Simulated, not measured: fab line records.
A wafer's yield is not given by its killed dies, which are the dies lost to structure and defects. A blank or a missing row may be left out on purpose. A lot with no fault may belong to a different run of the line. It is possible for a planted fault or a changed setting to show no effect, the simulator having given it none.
Chamber matching || flow n5_finfet || N5_BEOL_M3_VIA_ETCH_34 on rie_diel-04 has 4 sister chambers
The step etches the open film in C4F6/O2, target depth 69.4 nm, time 65.9 s. 4 wafers are shown with their chamber, then 8 later ones without.

## EACH WAFER AND ITS CHAMBER
{"wafer": "L079.2", "chamber": 3, "drypump_motor_current_A (A)": 5.4}
{"wafer": "L079.3", "chamber": 0, "drypump_motor_current_A (A)": 6.1}
{"wafer": "L079.4", "chamber": 2, "drypump_motor_current_A (A)": 6.4}
{"wafer": "L083.1", "chamber": 1, "drypump_motor_current_A (A)": 6.3}

## WAFERS WITHOUT THEIR CHAMBER
{"wafer": "L083.3", "drypump_motor_current_A (A)": 5.3}
{"wafer": "L083.4", "drypump_motor_current_A (A)": 6.4}
{"wafer": "L088.1", "drypump_motor_current_A (A)": 6.4}
{"wafer": "L088.3", "drypump_motor_current_A (A)": 6.1}
{"wafer": "L088.6", "drypump_motor_current_A (A)": 6.4}
{"wafer": "L096.2", "drypump_motor_current_A (A)": 6.3}
{"wafer": "L096.4", "drypump_motor_current_A (A)": 6.5}
{"wafer": "L096.6", "drypump_motor_current_A (A)": 6.5}

## THE CHAMBER EACH PASSED THROUGH
{"wafer": "L083.3", "from the rows above": 3, "in truth": 3}
{"wafer": "L083.4", "from the rows above": "can't be placed: 2 or 1", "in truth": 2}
{"wafer": "L088.1", "from the rows above": "can't be placed: 2 or 1", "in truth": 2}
{"wafer": "L088.3", "from the rows above": 0, "in truth": 0}
{"wafer": "L088.6", "from the rows above": "can't be placed: 2 or 1", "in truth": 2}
{"wafer": "L096.2", "from the rows above": "can't be placed: 1 or 2", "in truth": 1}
{"wafer": "L096.4", "from the rows above": "can't be placed: 2 or 1", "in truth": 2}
{"wafer": "L096.6", "from the rows above": "can't be placed: 2 or 1", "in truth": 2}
Correctly placed: 2 of 8. Can't be placed from these rows: 6 (the true chamber is among the candidates in 6). 0 placed wrongly.
How it was worked out, from the rows above alone: a wafer's distance from a chamber is the root of the sum, over the readings, of the square of ((its reading less the chamber's mean) divided by the reading's scatter). If the next closest chamber is less than 2 further off than the closest, the wafer can't be placed; otherwise it belongs to the closest. The mean given for a chamber averages the wafers shown for that chamber. The scatter: root of mean squared gap, hidden wafer to nearest shown wafer, with one shown wafer a chamber.
